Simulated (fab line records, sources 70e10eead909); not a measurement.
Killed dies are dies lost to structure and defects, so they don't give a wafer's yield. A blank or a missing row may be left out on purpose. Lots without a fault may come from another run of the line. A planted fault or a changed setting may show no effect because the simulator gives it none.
fab line records | flow nand_harc
record lots=6 wafers=18 last_day=26
route steps=1302 shown A_ONON_D1@449 A_CHANNEL_HOLE_D1@450
lots that met no fault: from a run of the same line without faults
start_h: hours from the record's first day to the start of the lot's first wafer shown | wait_h: hours since the lot's step before | " the same as in the row above | L1.1+2: a row that stands for several wafers | - no value, or no start given | * or withheld: withheld | < > ~ a bound
route shown NAME@n: a module of which the file shows steps, and the number in the route of the first | usual: mean/standard deviation of fault-free wafers | same: alike in all rows | chamber/n: place in a boat | sites: the reading at each site | _std_site: their standard deviation | _edge_site: outer sites' mean less inner sites' | radius_mm: how far each site lies from the wafer's centre | mask NAME#n: copy n | behind: the tool/chamber that last shaped the wafer | hold: why the lot was held/for how many hours/how that ended | device: the transistor (n, p or np) that didn't switch | end of line: the same wafers' tests at the end of the route | a step without rows: its recipe alone | killed: dies lost to structure and defects at the first sort, not the wafer's yield | map: a wafer's dies, x killed, . not, _ none there
set.NAME: the setting as run; set.NAME@STEP: as run at that earlier step | model.NAME: the simulator's own value behind a step, which no gauge read
lots at some steps of the route; a table a step, a row a wafer
services: from which hour (start_h, from the record's first day; less than 0 if before it) a tool's chamber was out of use, for how many hours, and why
## steps
# step NHARC_A_ONON_D1_INSPECT_32
# usual raw_defect_count=76/26
# columns lot.wafer tool chamber start_h wait_h raw_defect_count
L845.1 defect_inspect-02 - 210.22 0.0 104
L845.2 " - " " 108
L845.3 " - " " 127
L847.2 defect_inspect-01 - 229.40 0.0 81
L847.3 " - " " 60
L847.5 " - " " 59
L849.1 defect_inspect-01 - 243.25 0.0 80
L849.5 " - " " 57
L849.6 " - " " 110
L850.1 defect_inspect-02 - 258.08 0.0 78
L850.2 " - " " 49
L850.6 " - " " 64
L858.2 defect_inspect-01 - 333.86 0.0 70
L858.3 " - " " 63
L858.5 " - " " 79
L859.3 defect_inspect-01 - 345.03 0.0 116
L859.5 " - " " 67
L859.6 " - " " 44
# step NHARC_A_CHANNEL_HOLE_D1_DEP_00
# recipe target_thk_a=31000 temp_c=400 material=aC
# usual throttle_valve_pct=35.000/0.009
# columns lot.wafer tool chamber start_h wait_h throttle_valve_pct
L845.1 acl_dep-01 0 210.29 0.1 34.983
L845.2 " 0 " " 34.996
L845.3 " 0 " " 34.993
L847.2 acl_dep-02 0 231.60 2.2 35.000
L847.3 " 0 " " 35.003
L847.5 " 0 " " 35.012
L849.1 acl_dep-01 0 245.85 2.6 34.992
L849.5 " 0 247.12 3.9 35.014
L849.6 " 0 " " 35.000
L850.1 acl_dep-03 0 258.14 0.1 34.998
L850.2 " 0 " " 35.009
L850.6 " 0 259.75 1.7 34.998
L858.2 acl_dep-02 0 334.24 0.4 35.002
L858.3 " 0 " " 34.978
L858.5 " 0 " " 34.986
L859.3 acl_dep-02 0 346.59 1.6 34.994
L859.5 " 0 " " 35.006
L859.6 " 0 " " 34.995
# step NHARC_A_CHANNEL_HOLE_D1_DEP_01
# recipe target_thk_a=1400 target_thk_nm=140 temp_c=400 pressure_torr=3.5 flow_sccm=200 rf_w=350 material=SiON
# usual heater_power_w=703/80
# columns lot.wafer tool chamber start_h wait_h heater_power_w
L845.1 pecvd-02 1 212.21 1.6 698
L845.3 " 2 " " 659
L845.2 " 0 " " 839
L847.2 pecvd-04 0 233.18 1.3 677
L847.3 " 1 " " 782
L847.5 " 2 " " 633
L849.1 pecvd-04 2 247.83 1.7 707
L849.6 " 1 " " 783
L849.5 " 2 " " 714
L850.2 pecvd-04 1 260.09 1.3 783
L850.1 " 0 " " 562
L850.6 " 2 " " 645
L858.2 pecvd-02 2 335.87 1.3 560
L858.3 " 0 " " 727
L858.5 " 1 " " 736
L859.3 pecvd-04 2 347.86 1.0 612
L859.5 " 2 " " 638
L859.6 " 0 " " 697
# step NHARC_A_CHANNEL_HOLE_D1_DEHYDRATE_02
# recipe temp_c=150 time_s=120
# step NHARC_A_CHANNEL_HOLE_D1_HMDS_03
# recipe time_s=30
# step NHARC_A_CHANNEL_HOLE_D1_COAT_36
# recipe temp_c=260 time_s=75
# step NHARC_A_CHANNEL_HOLE_D1_COAT_37
# recipe temp_c=225 time_s=65
# step NHARC_A_CHANNEL_HOLE_D1_COAT_04
# recipe spin_rpm=1500 resist_thk_nm=90
# step NHARC_A_CHANNEL_HOLE_D1_SOFTBAKE_05
# recipe temp_c=105 time_s=55
# step NHARC_A_CHANNEL_HOLE_D1_EBR_06
# step NHARC_A_CHANNEL_HOLE_D1_EXPOSE_07
# recipe na=1.35 target_cd_nm=100 sigma_outer=0.3 dose_mj=59.65 mask_id=HOLE_D1
# step NHARC_A_CHANNEL_HOLE_D1_PEB_08
# recipe peb_temp_c=100 peb_time_s=65
# step NHARC_A_CHANNEL_HOLE_D1_DEVELOP_09
# recipe develop_time_s=35 dev_temp_c=23
# usual chill_plate_temp_C=23.01/0.098 develop_time_s=35/0
# columns lot.wafer tool chamber start_h wait_h chill_plate_temp_C develop_time_s
L845.1 litho_track-04 0 212 - 22.89 35
L845.2 " 0 " " 22.96 35
L845.3 " 0 " " 22.81 35
L847.2 litho_track-06 0 233 - 23.05 35
L847.3 " 0 " " 23.08 35
L847.5 " 0 " " 22.99 35
L849.1 litho_track-06 0 248 - 23.06 35
L849.5 " 0 " " 23.05 35
L849.6 " 0 " " 22.94 35
L850.1 litho_track-04 0 260 - 23.09 35
L850.2 " 0 " " 22.84 35
L850.6 " 0 " " 23.10 35
L858.2 litho_track-06 - 336 - - -
L858.3 " - " " - -
L858.5 " - " " - -
L859.3 litho_track-06 - 348 - - -
L859.5 " - " " - -
L859.6 " - " " - -
# step NHARC_A_CHANNEL_HOLE_D1_CD_MEAS_10
# recipe target_cd_nm=100 landing_energy_ev=500
# usual cd_nm=100.1/0.44
# columns lot.wafer tool chamber start_h wait_h cd_nm
L845.1 cd_sem-02 0 212.81 - 100.7
L845.2 " 0 " " 100.1
L845.3 " 0 " " 100.2
L847.2 cd_sem-02 0 233.90 - 99.2
L847.3 " 0 " " 99.1
L847.5 " 0 " " 100.5
L849.1 cd_sem-02 0 248.49 - 100.3
L849.5 " 0 " " 100.7
L849.6 " 0 " " 100.4
L850.1 cd_sem-02 0 260.81 - 100.0
L850.2 " 0 " " 99.6
L850.6 " 0 " " 99.7
L858.2 cd_sem-02 0 336.45 - -
L858.3 " 0 " " -
L858.5 " 0 " " -
L859.3 cd_sem-02 0 348.59 - -
L859.5 " 0 " " -
L859.6 " 0 " " -
## services
# columns tool chamber start_h hours kind
acl_dep-01 - 190.37 13.0 pm
litho_track-04 - 203.00 7.0 pm
pecvd-02 - 227.16 13.0 pm
pecvd-02 0 227.16 13.0 vent_cycle
pecvd-02 1 227.16 13.0 vent_cycle
pecvd-02 2 227.16 13.0 vent_cycle
pecvd-02 0 240.16 - clean
pecvd-02 1 240.16 - clean
pecvd-02 2 240.16 - clean
acl_dep-02 - 243.37 13.0 pm
pecvd-04 - 269.20 13.0 pm
pecvd-04 0 269.20 13.0 vent_cycle
pecvd-04 1 269.20 13.0 vent_cycle
pecvd-04 2 269.20 13.0 vent_cycle
pecvd-04 0 282.20 - clean
pecvd-04 1 282.20 - clean
pecvd-04 2 282.20 - clean
pecvd-04 1 282.62 10.5 repair
acl_dep-02 - 296.62 0.3 repair
acl_dep-03 - 298.38 13.0 pm
## key
first_sign step=NHARC_A_CHANNEL_HOLE_D1_DEVELOP_09 reading=tool_record direction=missing
effect none on later readings
met_at NHARC_A_CHANNEL_HOLE_D1_DEVELOP_09
struck_wafers L858.2,L858.3,L858.5,L859.3,L859.5,L859.6
later_rows_left_out L858.2,L858.3,L858.5,L859.3,L859.5,L859.6
sort_left_out L858.2,L858.3,L858.5,L859.3,L859.5,L859.6
tester_left_out L858,L859
onset_between 248 336
fault kind=skipped_step_whole tool=litho_track-06 chamber=- onset_h=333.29 steps=NHARC_A_CHANNEL_HOLE_D1_DEVELOP_09 scope=struck_lots_only
# tester_left_out: of these lots the tester's yield and bins aren't shown, on N5 and GAA mostly nor the transistor test; their killed dies are dies lost to structure and defects alone, not to doping, threshold or leakage, so they don't give the yield
# sort_left_out: the simulated sort isn't trusted on such a fault, so these wafers' sort isn't shown, and their yield isn't known
# later_rows_left_out: the simulator's readings of these wafers behind a module that went badly wrong aren't trusted and aren't shown, but for the sort
